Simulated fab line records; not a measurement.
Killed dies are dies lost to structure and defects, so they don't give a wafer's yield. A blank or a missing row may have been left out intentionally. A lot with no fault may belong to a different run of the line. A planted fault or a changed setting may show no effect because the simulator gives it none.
Which tool did it?    flow n5-finfet    8 lots with 24 wafers sampled at 5 steps, on a route of 1938 steps

== WHAT EACH GAUGE READ, for each wafer ==
N5_BEOL_M4_RC_MEAS_101. Usual: DIBL_N 37.1 mV/V, standard deviation 2.6; DIBL_P 38 mV/V, standard deviation 3; IOFF_N 0.18 nA/um, standard deviation 0.052; IOFF_P 0.25 nA/um, standard deviation 0.06; ION_N 678 uA/um, standard deviation 15; ION_P 467 uA/um, standard deviation 8.6; SS_N 71.7 mV/dec, standard deviation 0.73; SS_P 73.7 mV/dec, standard deviation 0.89; VT_N 249 mV, standard deviation 4.3; VT_P -248 mV, standard deviation 3.8.
lot   measured      on         DIBL_N (mV/V)   DIBL_P (mV/V)  IOFF_N (nA/um)  IOFF_P (nA/um)  ION_N (uA/um)  ION_P (uA/um)  SS_N (mV/dec)   SS_P (mV/dec)   VT_N (mV)    VT_P (mV)       flag
L723  day 11 05:18  prober-02  36.0 36.3 36.3  34 36 35       0.14 0.17 0.15  0.20 0.24 0.24  676 692 691    465 472 474    71.2 71.6 71.2  72.9 73.4 72.7  248 244 249  -250 -246 -248  
L727  day 12 01:40  prober-01  34.9 38.1 35.8  35 40 36       0.13 0.20 0.15  0.22 0.34 0.23  659 688 673    466 477 465    70.7 71.9 71.4  73.4 74.2 73.5  253 247 250  -248 -244 -249  
L733  day 13 12:31  prober-02  36.7 35.2 37.4  38 37 39       0.18 0.16 0.19  0.25 0.24 0.26  675 693 671    469 476 461    71.2 70.9 71.9  73.2 74.2 74.3  246 249 248  -249 -247 -249  
L737  day 15 06:35  prober-01  38.9 38.1 40.2  39 40 41       0.21 0.19 0.25  0.29 0.34 0.35  685 683 692    470 478 478    72.4 72.1 72.4  73.9 73.0 74.0  247 246 243  -243 -242 -241  
L739  day 15 15:47  prober-01  32.3 36.0 32.8  34 38 34       0.11 0.17 0.12  0.17 0.25 0.18  661 662 671    452 461 469    70.5 72.2 70.6  71.0 74.0 71.9  253 247 254  -252 -248 -252  
L744  day 16 15:21  prober-02  39.7 40.2 38.0  42 42 39       0.26 0.25 0.22  0.32 0.33 0.26  694 682 681    474 475 466    72.8 72.6 72.4  75.2 74.5 74.2  241 246 245  -245 -245 -246  
L742  day 17 18:43  prober-01  43.7 38.2 37.7  45 38 37       0.34 0.18 0.17  0.39 0.24 0.23  692 696 677    472 478 467    73.6 71.0 71.5  75.9 73.4 74.3  243 249 250  -243 -248 -248  
L743  day 16 07:49  prober-02  36.5 37.0 38.3  39 39 41       0.19 0.19 0.23  0.26 0.26 0.30  704 674 700    484 462 477    71.2 72.0 71.3  74.6 73.8 74.7  244 248 245  -243 -248 -248  

== WHAT TOOL EACH LOT RAN ON (gives the tool, then ch and the chambers of the sampled wafers, and finally the start) ==
lot   N5_BEOL_M4_PECVD_72              N5_BEOL_M4_ETCH_77                  N5_BEOL_M4_ETCH_70                  N5_BEOL_M4_STRIP_97
L723  pecvd-01 ch 0,1, day 9 19:22     rie-diel-05 ch 0,3, day 9 22:19     rie-diel-05 ch 0,2,3, day 11 00:37  rie-diel-05 ch 0,2,3, day 11 05:18 or earlier
L727  pecvd-01 ch 0,1,2, day 10 12:17  rie-diel-05 ch 1,2,3, day 10 15:50  rie-diel-01 ch 0,1,3, day 11 21:18  rie-diel-01 ch 0,1,3, day 12 01:40 or earlier
L733  pecvd-03 ch 1,2, day 11 18:30    rie-diel-01 ch 1,2,3, day 11 20:46  rie-diel-01 ch 0,1,2, day 13 06:25  rie-diel-01 ch 0,1,2, day 13 12:31 or earlier
L737  pecvd-02 ch 0,1,2, day 13 13:03  rie-diel-04 ch 0,1,2, day 13 16:53  rie-diel-04 ch 0,2,3, day 14 23:10  rie-diel-04 ch 0,2,3, day 15 06:35 or earlier
L739  pecvd-01 ch 0, day 13 21:09      rie-diel-01 ch 0,2, day 14 01:09    rie-diel-04 ch 0,1,3, day 15 10:41  rie-diel-04 ch 0,1,3, day 15 15:47 or earlier
L744  pecvd-01 ch 0,1,2, day 14 23:46  rie-diel-04 ch 0,1,2, day 15 01:47  rie-diel-01 ch 0,1,2, day 16 10:44  rie-diel-01 ch 0,1,2, day 16 15:21 or earlier
L742  pecvd-03 ch 0,1, day 15 07:37    rie-diel-04 ch 2,3, day 15 10:05    rie-diel-05 ch 1,3, day 17 14:34    rie-diel-05 ch 1,3, day 17 18:43 or earlier
L743  pecvd-02 ch 0,2, day 15 08:51    rie-diel-04 ch 0,1,2, day 15 13:41  rie-diel-01 ch 2,3, day 16 02:48    rie-diel-01 ch 2,3, day 16 07:49 or earlier
- N5_BEOL_M4_PECVD_72: deposits SiO2 from TEOS/O2, target thk 16 nm, time 18 s.
- N5_BEOL_M4_ETCH_77: etches underlayer in N2/H2, target depth 6.5 nm, time 5.2 s.
- N5_BEOL_M4_ETCH_70: etches SOC in N2/H2, target depth 80 nm, overetch 24 nm, time 130 s.
- N5_BEOL_M4_STRIP_97: strips in N2/H2, time 10 s.

== AS READ BY THE TOOLS THEMSELVES (means over the sampled wafers that have a number; for cases with no such wafer, the mark the record gives instead) ==
N5_BEOL_M4_PECVD_72. Usual: heater-power-w 740 W, standard deviation 86; showerhead-plenum-p-Torr 8.75 Torr, standard deviation 0.069; showerhead-vpp-V 1324 V, standard deviation 49; throttle-valve-pct 22.3 %, standard deviation 1.2.
lot   tool      heater-power-w (W)  showerhead-plenum-p-Torr (Torr)  showerhead-vpp-V (V)  throttle-valve-pct (%)  flag
L723  pecvd-01  749                 8.80                             1328                  23.1                    
L727  pecvd-01  771                 8.73                             1323                  22.7                    
L733  pecvd-03  743                 8.73                             1374                  21.1                    
L737  pecvd-02  657                 8.77                             1327                  22.0                    
L739  pecvd-01  791                 8.67                             1267                  23.7                    
L744  pecvd-01  780                 8.73                             1312                  22.6                    
L742  pecvd-03  761                 8.80                             1296                  22.7                    
L743  pecvd-02  559                 8.73                             1333                  21.5                    

N5_BEOL_M4_ETCH_77. Usual: for drypump-motor-current-A, 5.7 A with a standard deviation of 0.57; for etch-rf-on-time-s, 5.27 s with a standard deviation of 0.16; for oes-product-au, 0.67 a.u. with a standard deviation of 0.075; for rf-fwd-power-W, 819.3 W with a standard deviation of 2.6; for rf-vpp-V, 523.7 V with a standard deviation of 2.1; for showerhead-plenum-p-Torr, 2.54 Torr with a standard deviation of 0.068; for throttle-valve-pct, 17.64 % with a standard deviation of 0.25.
lot   tool         drypump-motor-current-A (A)  etch-rf-on-time-s (s)  oes-product-au (a.u.)  rf-fwd-power-W (W)  rf-vpp-V (V)  showerhead-plenum-p-Torr (Torr)  throttle-valve-pct (%)  flag
L723  rie-diel-05  5.2                          5.30                   0.70                   817.2               523.5         2.53                             17.63                   
L727  rie-diel-05  5.7                          5.24                   0.72                   820.7               522.9         2.50                             17.51                   
L733  rie-diel-01  5.3                          5.24                   0.70                   819.0               525.3         2.62                             17.64                   
L737  rie-diel-04  5.7                          5.28                   0.70                   820.9               524.2         2.53                             17.60                   
L739  rie-diel-01  5.4                          5.22                   0.64                   818.5               523.6         2.57                             17.73                   
L744  rie-diel-04  5.7                          5.35                   0.68                   819.8               523.3         2.52                             17.61                   
L742  rie-diel-04  5.5                          5.44                   0.65                   820.3               524.4         2.55                             17.52                   
L743  rie-diel-04  5.7                          5.38                   0.67                   820.5               523.0         2.52                             17.62                   

N5_BEOL_M4_ETCH_70. Usual: drypump-motor-current-A 5.6 A, standard deviation 0.49; oes-product-au 0.59 a.u., standard deviation 0.063; rf-fwd-power-W 836.3 W, standard deviation 2.8; rf-vpp-V 523.8 V, standard deviation 2.1; showerhead-plenum-p-Torr 2.55 Torr, standard deviation 0.079; throttle-valve-pct 17.60 %, standard deviation 0.29.
lot   tool         drypump-motor-current-A (A)  oes-product-au (a.u.)  rf-fwd-power-W (W)  rf-vpp-V (V)  showerhead-plenum-p-Torr (Torr)  throttle-valve-pct (%)  flag
L723  rie-diel-05  5.3                          0.60                   837.8               522.9         2.52                             17.53                   
L727  rie-diel-01  5.4                          0.55                   837.7               523.6         2.56                             17.83                   
L733  rie-diel-01  5.3                          0.56                   771.1               543.0         2.63                             17.74                   OFF
L737  rie-diel-04  5.8                          0.62                   838.0               523.9         2.53                             17.35                   
L739  rie-diel-04  6.3                          0.64                   838.3               524.2         2.54                             17.53                   
L744  rie-diel-01  5.3                          0.62                   836.0               525.7         2.62                             17.63                   
L742  rie-diel-05  5.6                          0.60                   836.0               521.2         2.46                             17.64                   
L743  rie-diel-01  5.5                          0.59                   835.3               523.4         2.54                             17.46                   

N5_BEOL_M4_STRIP_97. Usual: drypump-motor-current-A 5.6 A, standard deviation 0.49; oes-product-au 0.80 a.u., standard deviation 0.087; rf-vpp-V 59.2 V, standard deviation 0.84; showerhead-plenum-p-Torr 2.54 Torr, standard deviation 0.079; throttle-valve-pct 23.4 %, standard deviation 0.36.
lot   tool         drypump-motor-current-A (A)  oes-product-au (a.u.)  rf-vpp-V (V)  showerhead-plenum-p-Torr (Torr)  throttle-valve-pct (%)  flag
L723  rie-diel-05  5.3                          0.82                   59.1          2.52                             23.3                    
L727  rie-diel-01  5.4                          0.74                   59.8          2.55                             23.6                    
L733  rie-diel-01  5.3                          0.76                   59.3          2.63                             23.5                    
L737  rie-diel-04  5.7                          0.85                   59.0          2.52                             23.1                    
L739  rie-diel-04  6.2                          0.87                   59.3          2.54                             23.3                    
L744  rie-diel-01  5.2                          0.85                   59.1          2.61                             23.4                    
L742  rie-diel-05  5.7                          0.81                   58.9          2.46                             23.4                    
L743  rie-diel-01  5.5                          0.80                   59.3          2.54                             23.2                    

== THE ANSWER, worked out from the rows above alone ==
Rule: a lot counts as off when the mean over its wafers that have a number is more than 3 standard deviations away from the usual mean. A lot without any number at a reading at which 4 lots or more have one is off too. All remaining lots with rows at the step are treated as sound. First the gauges in route order, then the tools' own readings, where a lot's mean is used as printed above. The first step at which some lot is off is used, and at that step the reading that is off furthest; a lot without a number counts as furthest.
Off, at N5_BEOL_M4_ETCH_70 on rf-fwd-power-W: L733.
If a tool, at that step or one of the process steps before it, ran each lot that is off and ran no sound lot following the first of them, it fits. Not one of the candidates tried fits.

== WHAT HAD BEEN PUT IN BY THE SIMULATOR ==
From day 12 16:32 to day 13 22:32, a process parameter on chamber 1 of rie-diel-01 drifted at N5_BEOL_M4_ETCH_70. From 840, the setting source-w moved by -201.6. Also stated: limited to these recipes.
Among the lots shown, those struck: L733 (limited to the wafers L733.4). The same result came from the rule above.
